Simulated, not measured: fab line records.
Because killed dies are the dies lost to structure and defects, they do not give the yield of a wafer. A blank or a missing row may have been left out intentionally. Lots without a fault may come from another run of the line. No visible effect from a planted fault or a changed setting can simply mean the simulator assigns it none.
Comparing a struck lot with a sound one / flow n5-finfet / 40 out of 1938 route steps
Sound: wafers L694.4, L694.5. Struck: wafer L711.4 (left out: L711.1, L711.6 of the same lot, which were not struck); the cause appears at the end.
Per side, at each step with rows, come the tool, then ch with its chambers, and then its first start. Under that, the readings that differ: sound wafers / struck wafers / difference of the means / sigmas: that difference in standard deviations of wafers without a fault.
alike: words and numbers the same on both sides, and readings whose means are apart by under 2 such deviations; not compared: readings that were withheld, readings missing a value for some wafer, numbers with overlapping values and no deviation given by the record, and bounds like >300 which may hide the same value.
Wherever a step has rows on one side only, a row that says differs or no value, or a row with sigmas, the two part there. Non-overlapping numbers with no deviation appear without sigmas and do not part them. Lack of a reading on every wafer of one side parts them only where that side has two or more wafers.

first, 10 steps without rows for these wafers: N5_PMOS_HMC_CHANNEL_EPI_PRECLEAN_37 (cleans in O3/DIW, time 45 s); N5_PMOS_HMC_CHANNEL_EPI_PRECLEAN_24 (cleans in DHF, time 30 s); N5_PMOS_HMC_CHANNEL_EPI_SRD_25 (time 30 s); N5_PMOS_HMC_CHANNEL_EPI_EPI_26 (deposits Si from SiH4/H2, target thk 3.8 nm, time 22.7 s); N5_FIN_SAQP_PRECLEAN_42 (cleans in O3/DIW, time 60 s); N5_FIN_SAQP_PRECLEAN_00 (cleans in SC1, time 60 s); N5_FIN_SAQP_PRECLEAN_44 (cleans in SC2, time 45 s); N5_FIN_SAQP_SRD_01 (time 30 s); N5_FIN_SAQP_ALD_61 (deposits SiO2, target thk 4 nm, pulse time 1 s, purge time 2 s); N5_FIN_SAQP_DENSIFY_62 (time 60 s).
N5_FIN_SAQP_HM_DEP_03: deposits SiNx from SiH4/NH3/N2, target thk 38 nm, time 33.6 s.
  sound on pecvd-03 ch 0,1, day 2 14:44; struck on pecvd-03 ch 1, day 6 22:12
reading=model.SiNx_of_FIN_SAQP_HM_DEP_03.thk-nm (nm); sound=38.59 37.6; struck=44.36; difference=+6.27; sigmas=
  alike: heater-power-w, showerhead-plenum-p-Torr, throttle-valve-pct
N5_FIN_SAQP_THK_MEAS_05:
  sound on film-metro-02, day 2 14:47; struck on film-metro-01, day 6 22:17
reading=thk-nm (nm); sound=38.6 37.6; struck=44.4; difference=+6.3; sigmas=+10
then, 24 steps without rows for these wafers: N5_FIN_SAQP_PECVD_47 (deposits a-Si from SiH4/He, target thk 45 nm, time 36.3 s); N5_FIN_SAQP_PECVD_48 (deposits SiNx from SiH4/NH3/N2, target thk 25 nm, time 22.1 s); N5_FIN_SAQP_PECVD_06 (deposits a-Si from SiH4/He, target thk 60 nm, time 48.1 s); N5_FIN_SAQP_HM_DEP_72 (deposits SiO2 from SiH4/N2O, target thk 12 nm, time 7.2 s); N5_FIN_SAQP_COAT_49 (time 60 s, resist thk 100 nm); N5_FIN_SAQP_COAT_50 (time 60 s, resist thk 35 nm); N5_FIN_SAQP_COAT_10 (resist thk 90 nm); N5_FIN_SAQP_EBR_12; N5_FIN_SAQP_SOFTBAKE_11 (time 60 s); N5_FIN_SAQP_EXPOSE_13 (exposes mask FIN CORE, target cd 35.6 nm); N5_FIN_SAQP_PEB_14 (peb time 60 s); N5_FIN_SAQP_DEVELOP_15 (develop time 30 s); N5_FIN_SAQP_DESCUM_21 (chemistry O2, time 7.9 s); N5_FIN_SAQP_ETCH_51 (etches SiARC in CF4, target depth 45.5 nm, time 75.8 s); N5_FIN_SAQP_ETCH_52 (etches SOC in N2/H2, target depth 100 nm, overetch 20 nm, time 150 s); N5_FIN_SAQP_STRIP_53 (strips in N2/H2); N5_FIN_SAQP_HM_OPEN_73 (chemistry CHF3/O2, target SiO2, stops on a-Si, target depth 12 nm, time 16.8 s); N5_FIN_SAQP_STRIP_74 (strips in CHF3/O2); N5_FIN_SAQP_MANDREL_ETCH_22 (etches a-Si in HBr/Cl2, stops on SiNx, target depth 60 nm, bt time 10 s, time 30 s); N5_FIN_SAQP_STRIP_55 (strips in N2/H2); N5_FIN_SAQP_STRIP_23 (strips in SPM, time 750 s); N5_FIN_SAQP_SRD_66 (time 30 s); N5_FIN_SAQP_RECESS_75 (chemistry HF/NH3, target SiO2, target depth 14.4 nm, afs cycles 3, sublimation time 60 s); N5_FIN_SAQP_SPACER1_ALD_24 (deposits SiO2, target thk 20.3 nm, pulse time 1 s, purge time 2 s).
N5_FIN_SAQP_HM_OPEN_33: chemistry CH3F/O2, target SiNx, target depth 49.4 nm, time 70.6 s.
  sound on rie-diel-05 ch 1,3, day 2 21:20; struck on rie-diel-05 ch 2, day 7 03:43
reading=etch-rf-on-time-s (s); sound=73.1 67.7; struck=80.3; difference=+9.9; sigmas=+5
reading=showerhead-plenum-p-Torr (Torr); sound=1.88 2.07; struck=2.12; difference=+0.15; sigmas=+2
reading=model.etch.depth-nm (nm); sound=37.95 36.98; struck=43.73; difference=+6.26; sigmas=
  alike: drypump-motor-current-A, oes-product-au, rf-vpp-V, throttle-valve-pct
  not compared: rf-hours-counter-h
N5_STI_FIN_REVEAL_RECESS_09: chemistry HF/NH3, target SiO2, afs cycles 11, target depth 42.5 nm, sublimation time 60 s.
  sound on vapor-etch-01 ch 1, day 3 07:45; struck on vapor-etch-02 ch 1, day 7 11:46
reading=model.SiNx_of_FIN_SAQP_HM_DEP_03.thk-nm (nm); sound=19 17.8; struck=24; difference=+6; sigmas=
  alike: drypump-motor-current-A
-- a jump in the record: the struck wafers' starts before and after are 6 days apart (it breaks off in module STI_FIN_REVEAL and resumes in module BEOL_M4, where the first step shown is number 1111 of the route) --
N5_BEOL_M4_RC_MEAS_101:
  sound on prober-01 ch 0, day 8 13:37; struck on prober-01 ch 0, day 13 02:29
reading=ION_N (uA/um); sound=664 656; struck=692; difference=+32; sigmas=+2
reading=ION_P (uA/um); sound=450 448; struck=475; difference=+26; sigmas=+3
reading=VT_P (mV); sound=-253 -256; struck=-247; difference=+8; sigmas=+2
  alike: DIBL_N, DIBL_P, IOFF_N, IOFF_P, SS_N, SS_P, VT_N
N5_PASSIVATION_PROBE_49:
  the record has rows for the sound wafers here (prober-01, day 12 22:15) and none for the struck ones

## WHERE THEY PART
Last at N5_PASSIVATION_PROBE_49 as far as this record goes, first at N5_FIN_SAQP_THK_MEAS_05.

WHY: what the simulator had put in
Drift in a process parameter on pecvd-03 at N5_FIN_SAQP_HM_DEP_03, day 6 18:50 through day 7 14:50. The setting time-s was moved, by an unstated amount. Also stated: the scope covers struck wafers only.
